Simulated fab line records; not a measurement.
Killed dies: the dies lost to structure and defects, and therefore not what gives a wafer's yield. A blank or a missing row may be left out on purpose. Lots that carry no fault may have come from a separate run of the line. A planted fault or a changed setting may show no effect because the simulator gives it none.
Commonality check across tools    flow n5 finfet    8 lots and 24 wafers in the sample

## WHY THIS WAS OPENED
At N5_DUMMY_GATE_INSPECT_27 the reading raw defect count is flagged on 2 of 8 lots. No-fault wafers: 298, standard deviation 77.
Rule: a lot is flagged in two cases, either no wafer of it has a number, or all its wafers with numbers fall more than 4 standard deviations from that mean. All remaining lots are regarded as sound.

lot   measured     on                 raw defect count, wafer by wafer  flag
L741  day 3 20:20  defect inspect-02  239 216 214                       
L745  day 4 11:47  defect inspect-02  254 248 350                       
L749  day 5 14:14  defect inspect-02  891 900 905                       FLAGGED
L750  day 6 02:58  defect inspect-02  1084 936 964                      FLAGGED
L755  day 7 00:43  defect inspect-02  435 390 393                       
L757  day 7 17:23  defect inspect-02  249 253 309                       
L759  day 8 00:43  defect inspect-02  184 156 178                       
L761  day 8 15:20  defect inspect-02  340 179 275                       
The numbers of the flagged lots are 947 on average: +649 against the usual, or +8 standard deviations.

## WHICH TOOL EACH LOT WENT THROUGH
Before the reading, the record contains 4 process steps out of a 1938-step route. Read each cell as the tool, then ch plus the chambers that the sampled wafers visited, then the start.
lot   flag     N5_DUMMY_GATE_DESCUM_20            N5_DUMMY_GATE_ETCH_23            N5_DUMMY_GATE_ETCH_44            N5_DUMMY_GATE_PRECLEAN_25
L741           rie diel-01 ch 1,3, day 3 19:10    rie si-06 ch 0,1,3, day 3 19:53  rie si-06 ch 0,1,3, day 3 19:56  wet bench-04 ch 2,6,7, day 3 20:14
L745           rie diel-04 ch 0,1,2, day 4 10:37  rie si-06 ch 1,2,3, day 4 11:19  rie si-06 ch 1,2,3, day 4 11:23  wet bench-05 ch 1,4,7, day 4 11:41
L749  FLAGGED  rie diel-04 ch 1,2, day 5 12:32    rie si-03 ch 0,1, day 5 13:29    rie si-03 ch 0,1, day 5 13:32    wet bench-04 ch 5,6,7, day 5 14:08
L750  FLAGGED  rie diel-03 ch 0,2,3, day 6 01:28  rie si-06 ch 1,3, day 6 02:20    rie si-06 ch 1,3, day 6 02:24    wet bench-04 ch 0,6,7, day 6 02:53
L755           rie diel-01 ch 0,1,3, day 6 23:14  rie si-03 ch 2,3, day 7 00:15    rie si-03 ch 2,3, day 7 00:18    wet bench-01 ch 0,3,7, day 7 00:36
L757           rie diel-04 ch 0,2,3, day 7 15:47  rie si-05 ch 0,1,3, day 7 16:30  rie si-05 ch 0,1,3, day 7 16:33  wet bench-05 ch 1,3,4, day 7 17:17
L759           rie diel-01 ch 1,2,3, day 7 23:34  rie si-03 ch 0,1,2, day 8 00:16  rie si-03 ch 0,1,2, day 8 00:20  wet bench-05 ch 1,2,5, day 8 00:37
L761           rie diel-03 ch 1,2,3, day 8 14:01  rie si-03 ch 0,1,3, day 8 14:46  rie si-03 ch 0,1,3, day 8 14:49  wet bench-05 ch 5,6,7, day 8 15:14
What the steps here do:
- N5_DUMMY_GATE_DESCUM_20: chemistry O2, time 6.2 s.
- N5_DUMMY_GATE_ETCH_23: etches poly-Si in HBr/Cl2/O2, target depth 41 nm, time 22.3 s.
- N5_DUMMY_GATE_ETCH_44: etches poly-Si in HBr/O2, stops on SiO2, target depth 127.5 nm.
- N5_DUMMY_GATE_PRECLEAN_25: cleans in O3/DIW, time 45 s.
- N5_DUMMY_GATE_INSPECT_27: inspects for defects (brightfield).

## FLAGGED AGAINST TOTAL, ONE TOOL AT A TIME (gauges that did the reading follow at the end)
step                       tool               lots run  flagged  share of the flagged lots  sound lots run after its first flagged lot
N5_DUMMY_GATE_DESCUM_20    rie diel-01        3         0        none                       -
N5_DUMMY_GATE_DESCUM_20    rie diel-03        2         1        some                       1 (L761)
N5_DUMMY_GATE_DESCUM_20    rie diel-04        3         1        some                       1 (L757)
N5_DUMMY_GATE_ETCH_23      rie si-03          4         1        some                       3 (L755,L759,L761)
N5_DUMMY_GATE_ETCH_23      rie si-05          1         0        none                       -
N5_DUMMY_GATE_ETCH_23      rie si-06          3         1        some                       0
N5_DUMMY_GATE_ETCH_44      rie si-03          4         1        some                       3 (L755,L759,L761)
N5_DUMMY_GATE_ETCH_44      rie si-05          1         0        none                       -
N5_DUMMY_GATE_ETCH_44      rie si-06          3         1        some                       0
N5_DUMMY_GATE_PRECLEAN_25  wet bench-01       1         0        none                       -
N5_DUMMY_GATE_PRECLEAN_25  wet bench-04       3         2        all                        0
N5_DUMMY_GATE_PRECLEAN_25  wet bench-05       4         0        none                       -
N5_DUMMY_GATE_INSPECT_27   defect inspect-02  8         2        all                        4 (L755,L757,L759,L761)

## WHAT THE TABLE PERMITS
wet bench-04 at N5_DUMMY_GATE_PRECLEAN_25 and defect inspect-02 at N5_DUMMY_GATE_INSPECT_27 are the 2 rows of the table that ran each flagged lot.
- wet bench-04 at N5_DUMMY_GATE_PRECLEAN_25: 2 of its 3 lots flagged. A fault beginning between L741 (day 3 20:14), its last sound lot, and L749 (day 5 14:08), its first flagged one, fits the data.
- defect inspect-02 at N5_DUMMY_GATE_INSPECT_27: 2 of its 8 lots flagged. After the first flagged lot (L755, L757, L759, L761), sound lots still ran on it; a lasting fault on the whole tool would not permit that.
Just one tool remains: wet bench-04 at N5_DUMMY_GATE_PRECLEAN_25.

## WHAT WAS PUT IN BY THE SIMULATOR
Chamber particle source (wet bench-04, N5_DUMMY_GATE_PRECLEAN_25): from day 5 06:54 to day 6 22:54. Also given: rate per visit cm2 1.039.
Shown lots that were struck: L749, L750. The same result came from the rule above.
